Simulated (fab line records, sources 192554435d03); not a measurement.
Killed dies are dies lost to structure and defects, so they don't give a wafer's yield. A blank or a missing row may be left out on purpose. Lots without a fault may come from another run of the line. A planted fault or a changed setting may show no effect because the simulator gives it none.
Chamber matching | flow n5_finfet | N5_FIN_SAQP_ETCH_51 on rie_diel-01: 4 sister chambers
The step etches SiARC in CF4, target depth 45.5 nm, time 75.8 s. 14 wafers are shown with their chamber, then 6 later ones without.

WAFERS WITH THEIR CHAMBER
wafer  | chamber | showerhead_plenum_p_Torr (Torr) | etch_rf_on_time_s (s) | oes_product_au (a.u.)
L198.2 | 2       | 2.18                            | 73.3                  | 0.81
L198.3 | 0       | 2.12                            | 77.5                  | 0.59
L198.4 | 1       | 2.14                            | 76.2                  | 0.68
L199.2 | 1       | 2.14                            | 77.0                  | 0.67
L199.3 | 0       | 2.12                            | 79.3                  | 0.58
L199.4 | 3       | 2.22                            | 78.4                  | 0.63
L200.2 | 2       | 2.18                            | 74.3                  | 0.79
L200.3 | 1       | 2.14                            | 77.1                  | 0.66
L215.1 | 2       | 2.17                            | 74.4                  | 0.74
L215.5 | 3       | 2.20                            | 78.5                  | 0.60
L215.6 | 2       | 2.17                            | 73.8                  | 0.75
L216.1 | 0       | 2.11                            | 78.5                  | 0.77
L216.2 | 2       | 2.17                            | 72.7                  | 0.76
L216.5 | 1       | 2.13                            | 77.5                  | 0.65

SIGNATURES (means of the wafers above)
reading                  | chamber 0 | chamber 1 | chamber 2 | chamber 3 | scatter within a chamber
showerhead_plenum_p_Torr | 2.1167    | 2.1375    | 2.1740    | 2.2100    | 0.00679
etch_rf_on_time_s        | 78.433    | 76.950    | 73.700    | 78.450    | 0.674
oes_product_au           | 0.6467    | 0.6650    | 0.7700    | 0.6150    | 0.0522
Rule: a wafer's distance from a chamber is the root of the sum, over the readings, of the square of ((its reading less the chamber's mean) divided by the reading's scatter). The wafer belongs to the nearest chamber; if the next one is less than 2 further off, it can't be placed. The scatter: the root of (the sum of the squares of (reading less its chamber's mean) over the shown wafers, divided by (wafers less chambers)).

WAFERS WITHOUT THEIR CHAMBER
wafer  | showerhead_plenum_p_Torr (Torr) | etch_rf_on_time_s (s) | oes_product_au (a.u.)
L217.2 | 2.13                            | 78.0                  | 0.64
L217.4 | 2.17                            | 73.6                  | 0.74
L217.6 | 2.17                            | 73.2                  | 0.74
L218.3 | 2.20                            | 78.2                  | 0.60
L218.5 | 2.13                            | 77.4                  | 0.64
L218.6 | 2.11                            | 77.7                  | 0.77

WHICH CHAMBER EACH WENT THROUGH
wafer  | from the rows above     | in truth
L217.2 | can't be placed: 1 or 0 | 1
L217.4 | 2                       | 2
L217.6 | 2                       | 2
L218.3 | 3                       | 3
L218.5 | can't be placed: 1 or 0 | 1
L218.6 | can't be placed: 0 or 1 | 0
Placed correctly: 3 of 6. Can't be placed from these rows: 3 (the true chamber is among the candidates in 3). Placed wrongly: 0.
